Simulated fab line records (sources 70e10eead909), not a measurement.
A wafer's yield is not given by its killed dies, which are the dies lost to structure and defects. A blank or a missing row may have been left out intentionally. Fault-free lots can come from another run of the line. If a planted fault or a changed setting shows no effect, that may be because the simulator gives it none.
The tool behind it: which one? | flow nand_harc | 42 wafers from 14 lots sampled at 5 of the route's 1302 steps

## WHAT THE GAUGES SHOWED, per wafer
NHARC_END_SORT_01.
lot  | measured     | on        | killed_at_array | killed_at_other | killed_at_periphery | killed_dies | killed_open | killed_short
L356 | day 26 07:04 | prober-01 | 87 72 79        | 0 0 1           | 1 2 0               | 88 74 80    | 1 0 3       | 3 1 3
L358 | day 26 21:12 | prober-02 | 66 63 52        | 2 0 0           | 5 4 3               | 73 67 55    | 4 5 2       | 4 1 3
L362 | day 29 00:48 | prober-02 | 35 33 35        | 0 3 2           | 6 7 5               | 41 43 42    | 1 3 7       | 2 1 6
L363 | day 29 18:56 | prober-01 | 64 55 62        | 3 1 3           | 5 8 9               | 72 64 74    | 3 2 3       | 1 3 3
L368 | day 31 21:07 | prober-01 | 154 153 172     | 0 0 0           | 7 0 8               | 161 153 180 | 2 3 6       | 2 0 6
L369 | day 32 04:08 | prober-01 | 169 149 175     | 0 0 0           | 1 0 1               | 170 149 176 | 3 1 2       | 2 0 4

## EACH LOT AND THE TOOL THAT RAN IT (in order: tool; ch and the chambers of the sampled wafers; start)
lot  | NHARC_A_ONON_D2_DEP_19           | NHARC_THIN_TSV_DEP_47           | NHARC_THIN_TSV_DEGAS_49      | NHARC_THIN_TSV_PRE_CLEAN_50
L352 | pecvd_onon-01 ch 0, day 13 02:22 | pecvd-04 ch 1,2, day 24 11:50   | pvd_sputter-01, day 24 12:43 | pvd_sputter-01, no start
L353 | pecvd_onon-02 ch 0, day 13 11:31 | pecvd-02 ch 0,1, day 24 16:38   | pvd_sputter-01, day 24 17:34 | pvd_sputter-01, no start
L356 | pecvd_onon-04 ch 0, day 14 12:49 | pecvd-03 ch 0,2, day 25 18:50   | pvd_sputter-03, day 25 19:55 | pvd_sputter-03, day 26 07:04 or earlier
L358 | pecvd_onon-04 ch 0, day 15 07:23 | pecvd-04 ch 0,2, day 26 05:50   | pvd_sputter-02, day 26 06:49 | pvd_sputter-02, day 26 21:12 or earlier
L359 | pecvd_onon-01 ch 0, day 16 19:02 | pecvd-02 ch 0,1,2, day 27 16:45 | pvd_sputter-03, day 27 17:38 | pvd_sputter-03, no start
L360 | pecvd_onon-04 ch 0, day 16 19:03 | pecvd-04 ch 0,1,2, day 27 23:59 | pvd_sputter-01, day 28 00:55 | pvd_sputter-01, no start
L362 | pecvd_onon-04 ch 0, day 17 00:11 | pecvd-04 ch 1,2, day 28 08:19   | pvd_sputter-01, day 28 09:17 | pvd_sputter-01, day 29 00:48 or earlier
L363 | pecvd_onon-04 ch 0, day 18 04:32 | pecvd-03 ch 0,2, day 29 04:46   | pvd_sputter-02, day 29 05:43 | pvd_sputter-02, day 29 18:56 or earlier
L364 | pecvd_onon-02 ch 0, day 18 18:42 | pecvd-04 ch 0,1,2, day 29 12:46 | pvd_sputter-02, day 29 13:36 | pvd_sputter-02, no start
L365 | pecvd_onon-01 ch 0, day 18 18:53 | pecvd-03 ch 0,1,2, day 30 03:55 | pvd_sputter-02, day 30 05:16 | pvd_sputter-02, no start
L367 | pecvd_onon-01 ch 0, day 19 10:48 | pecvd-03 ch 0,1, day 30 04:50   | pvd_sputter-01, day 30 06:01 | pvd_sputter-01, no start
L368 | pecvd_onon-04 ch 0, day 19 23:02 | pecvd-03 ch 0,1,2, day 31 07:23 | pvd_sputter-03, day 31 08:19 | pvd_sputter-03, day 31 21:07 or earlier
L369 | pecvd_onon-04 ch 0, day 20 14:51 | pecvd-04 ch 0,2, day 31 12:20   | pvd_sputter-01, day 31 13:16 | pvd_sputter-01, day 32 04:08 or earlier
L374 | pecvd_onon-01 ch 0, day 22 14:04 | pecvd-04 ch 0,2, day 33 15:25   | pvd_sputter-02, day 33 16:36 | pvd_sputter-02, no start
- NHARC_A_ONON_D2_DEP_19: target thk 1000 nm.
- NHARC_THIN_TSV_DEP_47: deposits SiO2, target thk 200 nm.
- NHARC_THIN_TSV_DEGAS_49: time 120 s.
- NHARC_THIN_TSV_PRE_CLEAN_50: time 30 s.

## AS READ BY THE TOOLS THEMSELVES (means over the sampled wafers that have a number; for cases with no such wafer, the mark the record gives instead)
NHARC_THIN_TSV_DEP_47.
lot  | tool     | rf_fwd_power_W (W) | throttle_valve_pct (%)
L352 | pecvd-04 | 899.6              | 16.0
L353 | pecvd-02 | 898.1              | 15.8
L356 | pecvd-03 | 897.8              | 15.7
L358 | pecvd-04 | 900.3              | 15.8
L359 | pecvd-02 | 898.2              | 15.7
L360 | pecvd-04 | 899.0              | 15.6
L362 | pecvd-04 | 897.8              | 15.7
L363 | pecvd-03 | 898.3              | 15.8
L364 | pecvd-04 | 896.7              | 15.9
L365 | pecvd-03 | 897.8              | 15.3
L367 | pecvd-03 | 894.8              | 16.0
L368 | pecvd-03 | 894.8              | 15.7
L369 | pecvd-04 | 895.0              | 15.8
L374 | pecvd-04 | 896.8              | 15.9

NHARC_THIN_TSV_DEGAS_49.
lot  | tool           | heater_power_w (W)
L352 | pvd_sputter-01 | 537
L353 | pvd_sputter-01 | 513
L356 | pvd_sputter-03 | 445
L358 | pvd_sputter-02 | 431
L359 | pvd_sputter-03 | 446
L360 | pvd_sputter-01 | 538
L362 | pvd_sputter-01 | 531
L363 | pvd_sputter-02 | 458
L364 | pvd_sputter-02 | 420
L365 | pvd_sputter-02 | 451
L367 | pvd_sputter-01 | 513
L368 | pvd_sputter-03 | 410
L369 | pvd_sputter-01 | 539
L374 | pvd_sputter-02 | 439

NHARC_THIN_TSV_PRE_CLEAN_50.
lot  | tool           | heater_power_w (W)
L352 | pvd_sputter-01 | 471
L353 | pvd_sputter-01 | 488
L356 | pvd_sputter-03 | 378
L358 | pvd_sputter-02 | 394
L359 | pvd_sputter-03 | 400
L360 | pvd_sputter-01 | 451
L362 | pvd_sputter-01 | 471
L363 | pvd_sputter-02 | 380
L364 | pvd_sputter-02 | 400
L365 | pvd_sputter-02 | 413
L367 | pvd_sputter-01 | 479
L368 | pvd_sputter-03 | 383
L369 | pvd_sputter-01 | 485
L374 | pvd_sputter-02 | 388

## THE ANSWER, worked out from the rows above alone
Rule: usual is defined by the lots themselves. The widest of any qualifying gaps counts: lots, ordered by their means at a reading, are off when they make up no more than a third of the lots, leave a main group of 4 or more, and stand apart from it by 3 or more times the standard deviation of that group's means. A main group whose means are all the same, to the digits that the tables above print for the reading, isn't used. Also off: a lot with no number at a reading for which 4 or more lots have one. Where the step has rows for the other lots, those lots are counted as sound. After the gauges, taken in route order, come the tools' own readings; for these a lot's mean is taken, as printed above. The first step at which some lot is off is used, and at that step the reading that is off furthest; a lot without a number counts as furthest.
Off: L368, L369 (NHARC_END_SORT_01, killed_dies). Main group: mean 64, sd 14. Neither off nor sound, because the step has no rows for them: L352, L353, L359, L360, L364, L365, L367, L374.
If a tool, at a process step before that reading, ran all the lots that are off and no sound lot after the first of them, it fits. The gauges at NHARC_END_SORT_01 are tried like those tools. NHARC_THIN_TSV_PRE_CLEAN_50 gives no start for some lots, so the hours and the order of its lots are those of NHARC_END_SORT_01. Undecided on this evidence; 2 tools fit (pecvd_onon-04 at NHARC_A_ONON_D2_DEP_19, prober-01 at NHARC_END_SORT_01).

## WHAT THE SIMULATOR HAD INSERTED
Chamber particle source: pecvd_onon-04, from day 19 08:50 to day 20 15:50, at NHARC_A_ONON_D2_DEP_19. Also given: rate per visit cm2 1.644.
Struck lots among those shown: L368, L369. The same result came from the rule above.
